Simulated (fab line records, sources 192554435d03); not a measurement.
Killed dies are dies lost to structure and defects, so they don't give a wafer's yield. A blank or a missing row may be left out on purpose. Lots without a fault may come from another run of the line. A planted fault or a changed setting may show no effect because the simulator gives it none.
Chamber matching | flow n5_finfet | N5_HKMG_FIN_STRIP_34 on rie_diel-01: 4 sister chambers
The step strips in CF4. 4 wafers are shown with their chamber, then 10 later ones without.

WAFERS WITH THEIR CHAMBER
wafer  | chamber | drypump_motor_current_A (A)
L082.6 | 2       | 5.3
L087.5 | 0       | 5.8
L089.3 | 3       | 6.3
L089.4 | 1       | 5.1

WAFERS WITHOUT THEIR CHAMBER
wafer  | drypump_motor_current_A (A)
L089.6 | 5.3
L091.2 | 5.3
L091.3 | 6.3
L091.4 | 5.1
L094.2 | 6.3
L094.4 | 5.7
L094.5 | 5.1
L097.1 | 5.8
L097.2 | 5.1
L097.5 | 5.8

WHICH CHAMBER EACH WENT THROUGH
wafer  | from the rows above | in truth
L089.6 | 2                   | 2
L091.2 | 2                   | 2
L091.3 | 3                   | 3
L091.4 | 1                   | 1
L094.2 | 3                   | 3
L094.4 | 0                   | 0
L094.5 | 1                   | 1
L097.1 | 0                   | 0
L097.2 | 1                   | 1
L097.5 | 0                   | 0
Placed correctly: 10 of 10. Can't be placed from these rows: 0. Placed wrongly: 0.
How it was worked out, from the rows above alone: a wafer's distance from a chamber is the root of the sum, over the readings, of the square of ((its reading less the chamber's mean) divided by the reading's scatter). The wafer belongs to the nearest chamber; if the next one is less than 2 further off, it can't be placed. A chamber's mean is the mean of its shown wafers. The scatter: with one shown wafer a chamber, the root of the mean of the squares of how far each hidden wafer lies from its nearest shown one.
